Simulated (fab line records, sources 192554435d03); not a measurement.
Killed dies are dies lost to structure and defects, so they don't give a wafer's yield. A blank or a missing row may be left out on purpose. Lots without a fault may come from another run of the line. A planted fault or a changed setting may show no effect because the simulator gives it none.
Chamber matching | flow n5_finfet | N5_BEOL_M4_PRE_CLEAN_60 on cvd_co-02: 3 sister chambers
The step time 15 s. 6 wafers are shown with their chamber, then 11 later ones without.

WAFERS WITH THEIR CHAMBER
wafer  | chamber | heater_power_w (W)
L085.2 | 1       | 103
L085.6 | 2       | 56
L087.1 | 0       | 87
L087.5 | 1       | 99
L087.6 | 2       | 57
L091.3 | 0       | 89

WAFERS WITHOUT THEIR CHAMBER
wafer  | heater_power_w (W)
L091.4 | 56
L091.5 | 101
L095.2 | 58
L095.5 | 99
L095.6 | 55
L096.1 | 98
L096.2 | 91
L096.3 | 57
L097.2 | 57
L097.4 | 57
L097.6 | 99

WHICH CHAMBER EACH WENT THROUGH
wafer  | from the rows above | in truth
L091.4 | 2                   | 2
L091.5 | 1                   | 1
L095.2 | 2                   | 2
L095.5 | 1                   | 1
L095.6 | 2                   | 2
L096.1 | 1                   | 1
L096.2 | 0                   | 0
L096.3 | 2                   | 2
L097.2 | 2                   | 2
L097.4 | 2                   | 2
L097.6 | 1                   | 1
Placed correctly: 11 of 11. Can't be placed from these rows: 0. Placed wrongly: 0.
How it was worked out, from the rows above alone: a wafer's distance from a chamber is the root of the sum, over the readings, of the square of ((its reading less the chamber's mean) divided by the reading's scatter). The wafer belongs to the nearest chamber; if the next one is less than 2 further off, it can't be placed. A chamber's mean is the mean of its shown wafers. The scatter: the root of (the sum of the squares of (reading less its chamber's mean) over the shown wafers, divided by (wafers less chambers)).
